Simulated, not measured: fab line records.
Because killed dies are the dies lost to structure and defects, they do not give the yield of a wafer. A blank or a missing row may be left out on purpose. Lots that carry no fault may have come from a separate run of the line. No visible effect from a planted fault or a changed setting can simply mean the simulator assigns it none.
Chamber matching + flow nandHarc + NHARC_P_M0_CMP_23 on cmp-04: 4 sister chambers
The step polishes, t overpolish 20 s, target thk 117.53 nm. 7 wafers are shown with their chamber, then 6 later ones without.

## EACH WAFER AND ITS CHAMBER
| wafer  | chamber | motorCurrentA (A) | timeToEndpointS (s) |
|--------|---------|-------------------|---------------------|
| L467.4 | 1       | 12.2              | 27.4                |
| L467.6 | 0       | 12.7              | 24.5                |
| L468.2 | 2       | 11.9              | 17.7                |
| L468.4 | 0       | 13.1              | 24.5                |
| L474.1 | 1       | 12.4              | 29.0                |
| L474.3 | 3       | 12.1              | 25.4                |
| L474.4 | 2       | 11.1              | 28.3                |

## WAFERS WITH NO CHAMBER GIVEN
| wafer  | motorCurrentA (A) | timeToEndpointS (s) |
|--------|-------------------|---------------------|
| L477.2 | 11.0              | 28.5                |
| L477.5 | 12.1              | 26.2                |
| L477.6 | 13.1              | 27.6                |
| L476.3 | 12.4              | 29.3                |
| L476.4 | 12.5              | 26.5                |
| L476.5 | 12.6              | 27.5                |

## CHAMBER TAKEN BY EACH
| wafer  | from the rows above               | in truth |
|--------|-----------------------------------|----------|
| L477.2 | can't be placed: 2 or 3 or 1      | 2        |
| L477.5 | can't be placed: 3 or 1 or 2 or 0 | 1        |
| L477.6 | can't be placed: 0 or 1 or 3      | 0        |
| L476.3 | can't be placed: 1 or 3 or 0      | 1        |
| L476.4 | can't be placed: 1 or 3 or 0      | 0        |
| L476.5 | can't be placed: 1 or 0 or 3      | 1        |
Correct placement for 0 of the 6. Not placeable from these rows: 6 (in 6, the candidates include the true chamber). Placed wrongly: 0.
How it was worked out, from the rows above alone: a wafer's distance from a chamber is the root of the sum, over the readings, of the square of ((its reading less the chamber's mean) divided by the reading's scatter). The wafer belongs to the nearest chamber; if the next one is less than 2 further off, it can't be placed. For every chamber, the mean is computed from those of its wafers that are shown. The scatter: the root of (the sum of the squares of (reading less its chamber's mean) over the shown wafers, divided by (wafers less chambers)).
